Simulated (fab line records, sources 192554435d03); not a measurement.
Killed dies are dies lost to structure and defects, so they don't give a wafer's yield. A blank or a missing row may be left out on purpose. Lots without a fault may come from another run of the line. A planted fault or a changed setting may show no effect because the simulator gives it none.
Chamber matching | flow n5_finfet | N5_GATE_CUT_STRIP_59 on rie_diel-03: 4 sister chambers
The step strips in N2/H2, time 20 s. 4 wafers are shown with their chamber, then 7 later ones without.

WAFERS WITH THEIR CHAMBER
wafer  | chamber | showerhead_plenum_p_Torr (Torr)
L565.5 | 2       | 3.31
L565.6 | 1       | 3.36
L571.3 | 0       | 3.52
L571.4 | 3       | 3.24

WAFERS WITHOUT THEIR CHAMBER
wafer  | showerhead_plenum_p_Torr (Torr)
L571.5 | 3.30
L576.1 | 3.35
L576.4 | 3.23
L576.6 | 3.35
L579.1 | 3.30
L579.2 | 3.34
L579.5 | 3.23

WHICH CHAMBER EACH WENT THROUGH
wafer  | from the rows above     | in truth
L571.5 | 2                       | 2
L576.1 | 1                       | 1
L576.4 | 3                       | 3
L576.6 | 1                       | 1
L579.1 | 2                       | 2
L579.2 | can't be placed: 1 or 2 | 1
L579.5 | 3                       | 3
Placed correctly: 6 of 7. Can't be placed from these rows: 1 (the true chamber is among the candidates in 1). Placed wrongly: 0.
How it was worked out, from the rows above alone: a wafer's distance from a chamber is the root of the sum, over the readings, of the square of ((its reading less the chamber's mean) divided by the reading's scatter). The wafer belongs to the nearest chamber; if the next one is less than 2 further off, it can't be placed. A chamber's mean is the mean of its shown wafers. The scatter: with one shown wafer a chamber, the root of the mean of the squares of how far each hidden wafer lies from its nearest shown one.
